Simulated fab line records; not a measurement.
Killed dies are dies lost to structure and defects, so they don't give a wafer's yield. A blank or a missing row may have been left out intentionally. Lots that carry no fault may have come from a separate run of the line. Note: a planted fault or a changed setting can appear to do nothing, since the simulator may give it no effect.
Chamber matching :: flow nandHarc :: NHARC_A_CONTACT_ETCH_102 on rieDiel-03 has 4 sister chambers
The step etches the open film in CF4/O2, target depth 100 nm, overetch 10 nm, time 55 s. 4 wafers are shown with their chamber, then 9 later ones without.

## WAFERS, EACH WITH ITS CHAMBER
wafer: L631.3
chamber: 2
drypumpMotorCurrentA (A): 6.2

wafer: L632.1
chamber: 1
drypumpMotorCurrentA (A): 6.2

wafer: L632.2
chamber: 0
drypumpMotorCurrentA (A): 5.5

wafer: L632.4
chamber: 3
drypumpMotorCurrentA (A): 5.9

## WAFERS MISSING THEIR CHAMBER
wafer: L633.1
drypumpMotorCurrentA (A): 5.6

wafer: L633.2
drypumpMotorCurrentA (A): 5.9

wafer: L633.5
drypumpMotorCurrentA (A): 5.9

wafer: L634.3
drypumpMotorCurrentA (A): 6.2

wafer: L634.4
drypumpMotorCurrentA (A): 5.5

wafer: L634.6
drypumpMotorCurrentA (A): 6.1

wafer: L636.2
drypumpMotorCurrentA (A): 6.3

wafer: L636.5
drypumpMotorCurrentA (A): 6.2

wafer: L636.6
drypumpMotorCurrentA (A): 5.6

## CHAMBER TAKEN BY EACH
wafer: L633.1
from the rows above: 0
in truth: 0

wafer: L633.2
from the rows above: 3
in truth: 3

wafer: L633.5
from the rows above: 3
in truth: 3

wafer: L634.3
from the rows above: can't be placed: 1 or 2
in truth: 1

wafer: L634.4
from the rows above: 0
in truth: 0

wafer: L634.6
from the rows above: can't be placed: 1 or 2 or 3
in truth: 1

wafer: L636.2
from the rows above: can't be placed: 1 or 2
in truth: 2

wafer: L636.5
from the rows above: can't be placed: 1 or 2
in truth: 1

wafer: L636.6
from the rows above: 0
in truth: 0
Correct placement for 5 of the 9. Not placeable from these rows: 4 (in 4, the candidates include the true chamber). Number placed wrongly: 0.
How it was worked out, from the rows above alone: a wafer's distance from a chamber is the root of the sum, over the readings, of the square of ((its reading less the chamber's mean) divided by the reading's scatter). The wafer belongs to the nearest chamber; if the next one is less than 2 further off, it can't be placed. Each chamber's mean is taken over the wafers shown for it. The scatter (one wafer shown for each chamber): square how far every hidden wafer sits from the nearest shown wafer, average those squares and take the square root.
